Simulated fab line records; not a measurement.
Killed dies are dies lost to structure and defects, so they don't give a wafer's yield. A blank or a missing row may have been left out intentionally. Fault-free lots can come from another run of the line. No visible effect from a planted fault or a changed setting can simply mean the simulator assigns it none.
Split-lot experiment	flow n5_finfet	route with 1938 steps; 7 lots, 21 wafers read

## ON THE SPLIT
At N5_BEOL_M8_COAT_22 (resist thk 30 nm), the setting spin_rpm was moved away from the recipe's 1500 rpm on 8 of the 21 wafers read, by -6.4% to +8.7%. The other wafers ran this setting at the recipe's value.

The reading comes from the split's own step.

## THE READING
CAR-EUV_of_BEOL_M8_COAT_22.thk_nm (the simulator's own value, which no gauge read), in nm, at N5_BEOL_M8_COAT_22 (resist thk 30 nm). The file does not state a usual value for it. The 13 wafers here that ran the recipe average 30.0 nm, standard deviation 0.15 nm.

wafer	tool, chamber at the split	spin_rpm as run, rpm	against the recipe	CAR-EUV_of_BEOL_M8_COAT_22.thk_nm, nm	against lot-mates on the recipe
L076.2	litho_track-04, 0	1500	recipe	29.8	-
L076.3	litho_track-04, 0	1500	recipe	30	-
L076.6	litho_track-04, 0	1591	+6.1%	29	-0.9
L086.1	litho_track-05, 0	1500	recipe	30	-
L086.5	litho_track-05, 0	1631	+8.7%	28.8	-1.2
L086.6	litho_track-05, 0	1631	+8.7%	29	-1.0
L088.1	litho_track-02, 0	1456	-2.9%	30.4	no lot-mate on the recipe
L088.5	litho_track-02, 0	1456	-2.9%	30.4	no lot-mate on the recipe
L088.6	litho_track-02, 0	1456	-2.9%	30.4	no lot-mate on the recipe
L087.1	litho_track-05, 0	1500	recipe	30.2	-
L087.4	litho_track-05, 0	1500	recipe	30.2	-
L087.2	litho_track-05, 0	1404	-6.4%	31.2	+1.0
L089.1	litho_track-02, 0	1500	recipe	30	-
L089.3	litho_track-02, 0	1500	recipe	30	-
L089.2	litho_track-02, 0	1603	+6.9%	29	-1.0
L094.1	litho_track-02, 0	1500	recipe	30.2	-
L094.3	litho_track-02, 0	1500	recipe	30.2	-
L094.6	litho_track-02, 0	1500	recipe	30	-
L095.2	litho_track-04, 0	1500	recipe	29.8	-
L095.3	litho_track-04, 0	1500	recipe	29.8	-
L095.4	litho_track-04, 0	1500	recipe	30	-

FIT RESULTS
A straight line over all 21 wafers: CAR-EUV_of_BEOL_M8_COAT_22.thk_nm changes by -0.144 nm for each +1% of spin_rpm; r = -0.97; the points scatter about the line by 0.15 nm.
The same after taking each lot's own level away (the mean of its wafers on the recipe; 18 wafers): -0.138 nm for each +1%; r = -0.99; scatter 0.091 nm.
Per that fit: largest spin_rpm move, reading shift of 1.2 nm.
From 29.87 to 30.20 nm: that is the span of the lots' own levels, equal to 2.3 times the standard deviation above.
Consequently the slope shifts little with the lot-to-lot level, the two slopes agreeing.
Check: -1.19 nm against its lot-mates is what the line predicts for one of the wafers moved furthest among these (+8.7%) when that wafer is left out of the fit. It came out at -1.2 nm against them.

## OTHER SPLITS APPLIED TO THESE WAFERS
Before the reading, these wafers also passed through other splits. Each is held against what the fit with the lots' levels taken away leaves over:
other split on the same wafers	wafers away from the commonest value	r with CAR-EUV_of_BEOL_M8_COAT_22.thk_nm (lot level and that fit taken away)
N5_BEOL_M5_ETCH_62 source_w	9	-0.21
N5_BEOL_M5_COAT_65 spin_rpm	7	-0.13
N5_BEOL_M5_EXPOSE_25 dose_mj	8	-0.20
N5_BEOL_M6_ETCH_66 bias_w	9	-0.05
N5_BEOL_M7_ETCH_41 source_w	7	+0.12

## THE FILE'S OWN FIT
CAR-EUV_of_BEOL_M8_COAT_22.thk_nm changes by -0.141 nm for each +1% of spin_rpm, r = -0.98.
